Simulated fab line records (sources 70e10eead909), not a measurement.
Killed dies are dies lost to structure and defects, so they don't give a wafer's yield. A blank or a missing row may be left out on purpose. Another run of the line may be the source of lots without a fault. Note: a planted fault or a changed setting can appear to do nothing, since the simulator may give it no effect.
Matching of chambers / flow nand_harc / NHARC_A_STAIRCASE_DEP_301 on pecvd-02 has 3 sister chambers
The step deposits SiON, target thk 30 nm. 3 wafers are shown with their chamber, then 8 later ones without.

== EACH WAFER AND ITS CHAMBER ==
wafer=L088.1; chamber=0; heater_power_outer_w (W)=439
wafer=L088.4; chamber=2; heater_power_outer_w (W)=383
wafer=L091.2; chamber=1; heater_power_outer_w (W)=588

== WAFERS MISSING THEIR CHAMBER ==
wafer=L091.4; heater_power_outer_w (W)=598
wafer=L091.5; heater_power_outer_w (W)=387
wafer=L093.3; heater_power_outer_w (W)=419
wafer=L093.4; heater_power_outer_w (W)=482
wafer=L093.5; heater_power_outer_w (W)=597
wafer=L097.2; heater_power_outer_w (W)=455
wafer=L097.4; heater_power_outer_w (W)=426
wafer=L097.6; heater_power_outer_w (W)=573

== WHICH CHAMBER EACH ONE RAN IN ==
wafer=L091.4; from the rows above=1; in truth=1
wafer=L091.5; from the rows above=2; in truth=2
wafer=L093.3; from the rows above=can't be placed: 0 or 2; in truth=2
wafer=L093.4; from the rows above=0; in truth=0
wafer=L093.5; from the rows above=1; in truth=1
wafer=L097.2; from the rows above=0; in truth=0
wafer=L097.4; from the rows above=can't be placed: 0 or 2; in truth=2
wafer=L097.6; from the rows above=1; in truth=1
Placed correctly: 6 of 8. Unplaceable from these rows: 2, with the true chamber sitting among the candidates in 2. 0 placed wrongly.
How it was worked out, from the rows above alone: a wafer's distance from a chamber is the root of the sum, over the readings, of the square of ((its reading less the chamber's mean) divided by the reading's scatter). If the next closest chamber is less than 2 further off than the closest, the wafer can't be placed; otherwise it belongs to the closest. For every chamber, the mean is computed from those of its wafers that are shown. The scatter: with one shown wafer a chamber, the root of the mean of the squares of how far each hidden wafer lies from its nearest shown one.
